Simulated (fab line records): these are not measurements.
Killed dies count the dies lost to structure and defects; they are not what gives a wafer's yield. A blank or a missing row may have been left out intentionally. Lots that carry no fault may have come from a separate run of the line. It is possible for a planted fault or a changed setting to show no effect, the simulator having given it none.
One fault seen from 3 desks    flow n5-finfet    each desk has only its own numbers; what lay behind them comes last

DESK OF THE TOOL OWNER: implanter-02
The tool's own readings at N5_WELL_APT_IMPLANT_15, given as means over the sampled wafers that have a number, one for each lot that went through this tool. If a lot's mean is further than 4 standard deviations from the usual mean, the lot is out of limits and carries the mark OUT (the distance appears in the brackets).
Columns: A = dose-ions-cm2 at N5_WELL_APT_IMPLANT_15, usual 1.5e+13; B = faraday-current-uA at N5_WELL_APT_IMPLANT_15, usual 190
lot   first seen here  A                          B
L162  day 1 13:56      1.5e+13                    190
L164  day 2 02:10      1.5e+13                    193
L165  day 2 08:11      1.5e+13                    188
L172  day 4 02:09      7.9e+12 (-99 or more) OUT  98 (-26) OUT
L174  day 4 14:17      7.9e+12 (-99 or more) OUT  101 (-25) OUT
L184  day 7 02:04      1.5e+13                    190
This desk's verdict: out of limits on L172, L174, starting with L172 at day 4 02:09 (dose-ions-cm2 at N5_WELL_APT_IMPLANT_15). In limits: L162, L164, L165, L184.

THE DEFECT DESK
Inspection counts along the route, by lot: the mean over sampled wafers that carry a number. If a lot's mean is further than 4 standard deviations from the usual mean, the lot is out of limits and carries the mark OUT (the distance appears in the brackets).
Columns: A = raw-defect-count at N5_START_INSPECT_01, usual 7
lot   first seen here  A
L162  day 1 12:02      10
L164  day 2 00:02      4
L165  day 2 06:02      7
L172  day 4 00:02      6
L174  day 4 12:02      5
L179  day 5 18:02      6
L181  day 6 06:02      8
L183  day 6 18:02      10
L184  day 7 00:02      8
L185  day 7 06:02      6
Finding of this desk: none of the 10 lots has anything out of limits.

THE METROLOGY DESK
What the gauges read, lot by lot, whatever tool the lot ran on: means of the sampled wafers that have a number. If a lot's mean is further than 4 standard deviations from the usual mean, the lot is out of limits and carries the mark OUT (the distance appears in the brackets). 7 of its 12 readings are shown: the first one out of limits and those lying furthest out on some lot.
Columns: A = cd-nm at N5_ZERO_LAYER_CD_MEAS_11, usual 1999.9 nm; B = CJ_P at N5_BEOL_M4_RC_MEAS_101, usual 5.76; C = IOFF_N at N5_BEOL_M4_RC_MEAS_101, usual 0.164 nA/um; D = IOFF_P at N5_BEOL_M4_RC_MEAS_101, usual 0.214 nA/um; E = ION_N at N5_BEOL_M4_RC_MEAS_101, usual 675 uA/um; F = ION_P at N5_BEOL_M4_RC_MEAS_101, usual 463 uA/um; G = VT_P at N5_BEOL_M4_RC_MEAS_101, usual -250.1 mV
lot   first seen here  A       B               C      D      E    F    G
L162  day 1 12:40      2000.5  5.81            0.146  0.181  671  454  -255.4
L164  day 2 00:47      1997.8  5.60            0.166  0.217  682  468  -249.9
L165  day 2 06:46      2000.3  5.80            0.133  0.159  661  447  -255.2
L172  day 4 00:39      2001.4  4.16 (-11) OUT  0.176  0.255  675  465  -248.7
L174  day 4 12:46      1998.4  4.16 (-11) OUT  0.141  0.199  666  457  -252.4
L179  day 5 18:46      2000.6  5.63            0.225  0.242  699  468  -248.2
L181  day 6 06:46      2002.4  5.98            0.135  0.191  673  462  -252.5
L183  day 6 18:38      1999.2  5.67            0.154  0.177  674  457  -253.8
L184  day 7 00:46      1999.7  5.63            0.151  0.212  665  462  -250.1
L185  day 7 06:39      1999.4  5.57            0.174  0.218  676  460  -250.6
Per this desk, out of limits: L172, L174; the first was L172, day 10 03:02 (CJ_P at N5_BEOL_M4_RC_MEAS_101). In limits: L162, L164, L165, L179, L181, L183, L184, L185.

TAKEN TOGETHER
The tool owner's desk could have raised an alarm at day 4 02:09, on L172, L174.
An alarm was possible from the metrology desk at day 10 03:02, on L172, L174.
The defect desk saw nothing out of limits.
The defect desk has L172, L174 on record, within its limits.
On implanter-02, each named lot ran N5_WELL_APT_IMPLANT_15.

WHAT THE SIMULATOR HAD PUT IN
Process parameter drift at N5_WELL_APT_IMPLANT_15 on implanter-02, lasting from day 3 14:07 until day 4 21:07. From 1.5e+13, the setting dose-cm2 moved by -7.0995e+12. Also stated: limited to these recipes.
Shown lots that were struck: L172, L174.
Delay (hours) between the fault's onset and each desk's first out-of-limits reading: 12 at the tool owner's desk, 157 at the metrology desk.
